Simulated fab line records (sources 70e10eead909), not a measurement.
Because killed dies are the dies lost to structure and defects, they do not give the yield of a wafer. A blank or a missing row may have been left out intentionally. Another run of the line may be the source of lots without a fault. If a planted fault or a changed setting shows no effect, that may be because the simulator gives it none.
Chamber matching + flow nand_harc + 4 sister chambers for NHARC_A_CHANNEL_HOLE_D1_ETCH_44 on rie_diel-04
The step etches the open film in CF4/O2, target depth 140 nm, overetch 14 nm, time 77 s. 18 wafers are shown with their chamber, then 9 later ones without.

## WAFERS PAIRED WITH THEIR CHAMBERS
| wafer  | chamber | drypump_motor_current_A (A) | showerhead_plenum_p_Torr (Torr) | cf4_flow_sccm (sccm) |
|--------|---------|-----------------------------|---------------------------------|----------------------|
| L075.2 | 3       | 6.4                         | 1.30                            | 80.00                |
| L075.3 | 1       | 6.1                         | 1.29                            | 80.42                |
| L075.5 | 3       | 6.4                         | 1.30                            | 80.09                |
| L079.2 | 1       | 6.1                         | 1.29                            | 80.00                |
| L079.3 | 0       | 6.0                         | 1.26                            | 80.00                |
| L079.6 | 2       | 5.1                         | 1.37                            | 79.81                |
| L080.2 | 1       | 6.1                         | 1.29                            | 79.94                |
| L080.4 | 2       | 5.2                         | 1.37                            | 79.43                |
| L080.6 | 2       | 5.1                         | 1.37                            | 79.55                |
| L083.1 | 3       | 6.4                         | 1.30                            | 80.25                |
| L083.3 | 1       | 6.1                         | 1.28                            | 79.83                |
| L083.5 | 1       | 6.1                         | 1.28                            | 79.86                |
| L088.2 | 2       | 5.1                         | 1.37                            | 79.59                |
| L088.3 | 1       | 6.1                         | 1.28                            | 80.25                |
| L088.6 | 1       | 6.1                         | 1.28                            | 80.11                |
| L089.1 | 1       | 6.1                         | 1.28                            | 80.37                |
| L089.2 | 2       | 5.1                         | 1.37                            | 79.85                |
| L089.5 | 2       | 5.1                         | 1.37                            | 80.02                |

SIGNATURES (averages over the wafers above)
| reading                  | chamber 0 | chamber 1 | chamber 2 | chamber 3 | scatter within a chamber |
|--------------------------|-----------|-----------|-----------|-----------|--------------------------|
| drypump_motor_current_A  | 6.000     | 6.100     | 5.117     | 6.400     | 0.0244                   |
| showerhead_plenum_p_Torr | 1.2600    | 1.2837    | 1.3700    | 1.3000    | 0.00366                  |
| cf4_flow_sccm            | 80.0000   | 80.0975   | 79.7083   | 80.1133   | 0.214                    |
Rule: distance of a wafer from a chamber = root of the sum over the readings of ((wafer's reading minus chamber's mean) / reading's scatter) squared. The wafer belongs to the nearest chamber; if the next one is less than 2 further off, it can't be placed. The scatter: take each reading less its chamber's mean, square it, sum over the shown wafers, divide by the number of wafers less the number of chambers, and take the root.

## WAFERS WHOSE CHAMBER IS MISSING
| wafer  | drypump_motor_current_A (A) | showerhead_plenum_p_Torr (Torr) | cf4_flow_sccm (sccm) |
|--------|-----------------------------|---------------------------------|----------------------|
| L096.2 | 6.4                         | 1.30                            | 79.67                |
| L096.4 | 5.1                         | 1.37                            | 80.09                |
| L096.5 | 6.0                         | 1.26                            | 80.26                |
| L097.2 | 6.4                         | 1.30                            | 79.97                |
| L097.4 | 6.0                         | 1.26                            | 80.09                |
| L097.6 | 6.4                         | 1.30                            | 79.56                |
| L095.1 | 6.0                         | 1.26                            | 79.84                |
| L095.3 | 5.1                         | 1.37                            | 80.15                |
| L095.6 | 6.1                         | 1.28                            | 79.72                |

## THE CHAMBER EACH PASSED THROUGH
| wafer  | from the rows above | in truth |
|--------|---------------------|----------|
| L096.2 | 3                   | 3        |
| L096.4 | 2                   | 2        |
| L096.5 | 0                   | 0        |
| L097.2 | 3                   | 3        |
| L097.4 | 0                   | 0        |
| L097.6 | 3                   | 3        |
| L095.1 | 0                   | 0        |
| L095.3 | 2                   | 2        |
| L095.6 | 1                   | 1        |
Placed correctly: 9 of 9. From these rows, 0 cannot be placed. Wrongly placed: 0.
